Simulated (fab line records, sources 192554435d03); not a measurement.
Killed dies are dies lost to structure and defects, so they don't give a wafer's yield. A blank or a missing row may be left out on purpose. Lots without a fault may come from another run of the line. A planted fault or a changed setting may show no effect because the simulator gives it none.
Chamber matching | flow n5_finfet | N5_BEOL_M0_ETCH_138 on rie_diel-02: 4 sister chambers
The step etches SiCN in CH3F/O2, target depth 12 nm, time 31.6 s. 8 wafers are shown with their chamber, then 8 later ones without.

WAFERS WITH THEIR CHAMBER
wafer  | chamber | drypump_motor_current_A (A) | rf_vpp_V (V)
L078.6 | 3       | 5.5                         | 294.5
L083.4 | 0       | 5.6                         | 299.6
L085.1 | 1       | 6.6                         | 295.8
L085.4 | 1       | 6.6                         | 296.1
L087.3 | 2       | 5.5                         | 295.7
L087.5 | 0       | 5.6                         | 298.6
L087.6 | 3       | 5.6                         | 300.7
L095.1 | 2       | 5.5                         | 295.6

WAFERS WITHOUT THEIR CHAMBER
wafer  | drypump_motor_current_A (A) | rf_vpp_V (V)
L095.2 | 5.6                         | 299.9
L095.3 | 5.7                         | 298.3
L096.1 | 5.5                         | 295.5
L096.3 | 5.6                         | 297.4
L096.4 | 6.6                         | 296.2
L097.2 | 5.6                         | 297.7
L097.4 | 5.5                         | 297.5
L097.6 | 5.6                         | 300.6

WHICH CHAMBER EACH WENT THROUGH
wafer  | from the rows above     | in truth
L095.2 | can't be placed: 0 or 3 | 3
L095.3 | can't be placed: 0 or 3 | 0
L096.1 | can't be placed: 2 or 3 | 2
L096.3 | can't be placed: 0 or 3 | 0
L096.4 | 1                       | 1
L097.2 | can't be placed: 0 or 3 | 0
L097.4 | can't be placed: 2 or 3 | 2
L097.6 | can't be placed: 0 or 3 | 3
Placed correctly: 1 of 8. Can't be placed from these rows: 7 (the true chamber is among the candidates in 7). Placed wrongly: 0.
How it was worked out, from the rows above alone: a wafer's distance from a chamber is the root of the sum, over the readings, of the square of ((its reading less the chamber's mean) divided by the reading's scatter). The wafer belongs to the nearest chamber; if the next one is less than 2 further off, it can't be placed. A chamber's mean is the mean of its shown wafers. The scatter: the root of (the sum of the squares of (reading less its chamber's mean) over the shown wafers, divided by (wafers less chambers)).
